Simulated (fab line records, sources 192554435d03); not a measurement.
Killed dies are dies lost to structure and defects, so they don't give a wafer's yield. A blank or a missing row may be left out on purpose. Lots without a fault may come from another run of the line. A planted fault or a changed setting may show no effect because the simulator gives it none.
Chamber matching | flow n5_finfet | N5_BEOL_M0_SAQP_MANDREL_ETCH_20 on rie_si-04: 4 sister chambers
The step etches a-Si in HBr/Cl2, stops on SiNx, target depth 60 nm, bt time 10 s, time 30 s. 4 wafers are shown with their chamber, then 9 later ones without.

WAFERS WITH THEIR CHAMBER
wafer  | chamber | throttle_valve_pct (%)
L089.3 | 1       | 35.38
L089.4 | 0       | 35.28
L090.4 | 2       | 35.57
L090.6 | 3       | 35.64

WAFERS WITHOUT THEIR CHAMBER
wafer  | throttle_valve_pct (%)
L091.1 | 35.59
L091.3 | 35.27
L091.6 | 35.30
L092.2 | 35.66
L092.4 | 35.37
L092.6 | 35.57
L094.1 | 35.59
L094.2 | 35.65
L094.6 | 35.26

WHICH CHAMBER EACH WENT THROUGH
wafer  | from the rows above     | in truth
L091.1 | can't be placed: 2 or 3 | 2
L091.3 | 0                       | 0
L091.6 | 0                       | 0
L092.2 | 3                       | 3
L092.4 | 1                       | 1
L092.6 | 2                       | 2
L094.1 | can't be placed: 2 or 3 | 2
L094.2 | 3                       | 3
L094.6 | 0                       | 0
Placed correctly: 7 of 9. Can't be placed from these rows: 2 (the true chamber is among the candidates in 2). Placed wrongly: 0.
How it was worked out, from the rows above alone: a wafer's distance from a chamber is the root of the sum, over the readings, of the square of ((its reading less the chamber's mean) divided by the reading's scatter). The wafer belongs to the nearest chamber; if the next one is less than 2 further off, it can't be placed. A chamber's mean is the mean of its shown wafers. The scatter: with one shown wafer a chamber, the root of the mean of the squares of how far each hidden wafer lies from its nearest shown one.
